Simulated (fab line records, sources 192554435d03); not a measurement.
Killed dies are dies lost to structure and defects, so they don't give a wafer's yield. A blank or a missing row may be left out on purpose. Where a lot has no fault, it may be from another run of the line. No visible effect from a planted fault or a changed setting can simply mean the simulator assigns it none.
Split-lot trial | flow n5Finfet | 7 lots, 21 wafers read, on a route of 1938 steps

THE SPLIT ITSELF
At N5_MOL_CONTACT_COAG_COAT_34 (resist thk 40 nm), the setting spinRpm was moved away from the recipe's 1500 rpm on 6 of the 21 wafers read, by -8.9% to -4.1%. The other wafers ran this setting at the recipe's value.

FROM THE SPLIT TO THE READING: what the file shows between them, 4 steps
- N5_MOL_CONTACT_COAG_EBR_36
- N5_MOL_CONTACT_COAG_SOFTBAKE_35: time 60 s
- N5_MOL_CONTACT_COAG_EXPOSE_37: exposes mask VD, defocus 0 nm
- N5_MOL_CONTACT_COAG_PEB_38: peb time 60 s

THE READING
CAR-EUV_of_MOL_CONTACT_COAG_COAT_34.thkNm (the simulator's own value, which no gauge read), in nm, at N5_MOL_CONTACT_COAG_DEVELOP_39 (develop time 30 s). The file gives no usual value for it. The 15 wafers here that ran the recipe average 39.5 nm, standard deviation 0.14 nm.

wafer  | tool, chamber at the split | spinRpm as run, rpm | against the recipe | CAR-EUV_of_MOL_CONTACT_COAG_COAT_34.thkNm, nm | against lot-mates on the recipe
L075.1 | lithoTrack-01, 0           | 1500                | recipe             | 39.4                                          | -
L075.2 | lithoTrack-01, 0           | 1439                | -4.1%              | 40.2                                          | +0.8
L075.4 | lithoTrack-01, 0           | 1439                | -4.1%              | 40.2                                          | +0.8
L081.1 | lithoTrack-02, 0           | 1500                | recipe             | 39.4                                          | -
L081.3 | lithoTrack-02, 0           | 1367                | -8.9%              | 41.4                                          | +2.0
L081.6 | lithoTrack-02, 0           | 1367                | -8.9%              | 41.4                                          | +2.0
L083.2 | lithoTrack-01, 0           | 1500                | recipe             | 39.6                                          | -
L083.6 | lithoTrack-01, 0           | 1500                | recipe             | 39.6                                          | -
L083.5 | lithoTrack-01, 0           | 1500                | recipe             | 39.4                                          | -
L084.1 | lithoTrack-01, 0           | 1500                | recipe             | 39.8                                          | -
L084.4 | lithoTrack-01, 0           | 1500                | recipe             | 39.8                                          | -
L084.2 | lithoTrack-01, 0           | 1500                | recipe             | 39.6                                          | -
L085.4 | lithoTrack-02, 0           | 1500                | recipe             | 39.4                                          | -
L085.5 | lithoTrack-02, 0           | 1500                | recipe             | 39.4                                          | -
L085.6 | lithoTrack-02, 0           | 1500                | recipe             | 39.4                                          | -
L089.3 | lithoTrack-01, 0           | 1408                | -6.1%              | 40.8                                          | +1.2
L089.4 | lithoTrack-01, 0           | 1500                | recipe             | 39.6                                          | -
L089.5 | lithoTrack-01, 0           | 1500                | recipe             | 39.6                                          | -
L091.1 | lithoTrack-02, 0           | 1431                | -4.6%              | 40.6                                          | +1.0
L091.3 | lithoTrack-02, 0           | 1500                | recipe             | 39.6                                          | -
L091.5 | lithoTrack-02, 0           | 1500                | recipe             | 39.6                                          | -

THE FIT
A straight line over all 21 wafers: CAR-EUV_of_MOL_CONTACT_COAG_COAT_34.thkNm changes by -0.205 nm for each +1% of spinRpm; r = -0.98; the points scatter about the line by 0.14 nm.
The same after taking each lot's own level away (the mean of its wafers on the recipe; 21 wafers): -0.218 nm for each +1%; r = -0.99; scatter 0.071 nm.
On that fit, the largest move of spinRpm shifts the reading by 1.9 nm.
The span of the lots' own levels, 39.40 to 39.73 nm, comes to 2.5 times the standard deviation stated above.
Consequently the slope shifts little with the lot-to-lot level, the two slopes agreeing.
Check: +1.89 nm against its lot-mates is what the line predicts for one of the wafers moved furthest among these (-8.9%) when that wafer is left out of the fit. Against them it came out at +2 nm.

OTHER SPLITS ON THESE WAFERS
Note: prior to the reading, these wafers also went through further splits. Each is held against what the fit with the lots' levels taken away leaves over:
other split on the same wafers      | wafers away from the commonest value | r with CAR-EUV_of_MOL_CONTACT_COAG_COAT_34.thkNm (lot level and that fit taken away)
N5_SD_EPI_N_DEVELOP_08 developTimeS | 6                                    | +0.00
N5_HKMG_FIN_COAT_41 spinRpm         | 9                                    | +0.01
N5_HKMG_FIN_DESCUM_53 timeS         | 9                                    | -0.13
N5_GATE_CUT_DESCUM_18 timeS         | 6                                    | +0.14
N5_GATE_CUT_ETCH_36 cf4FlowSccm     | 8                                    | -0.06
N5_MOL_CONTACT_COAG_ETCH_105 biasW  | 3                                    | -0.26

THE WHOLE CHAIN: every reading that the file lists as answering this split, in the file's order
step                           | what it does      | reading                                                                                    | change (the file's fit)               | r (the file's)
N5_MOL_CONTACT_COAG_COAT_34    | resist thk 40 nm  | CAR-EUV_of_MOL_CONTACT_COAG_COAT_34.thkNm (the simulator's own value, which no gauge read) | -0.219 nm for each +1% of the setting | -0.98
N5_MOL_CONTACT_COAG_DEVELOP_39 | develop time 30 s | CAR-EUV_of_MOL_CONTACT_COAG_COAT_34.thkNm (the simulator's own value, which no gauge read) | -0.214 nm for each +1% of the setting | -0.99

FILE'S OWN FIT
CAR-EUV_of_MOL_CONTACT_COAG_COAT_34.thkNm changes by -0.214 nm for each +1% of spinRpm, r = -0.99.
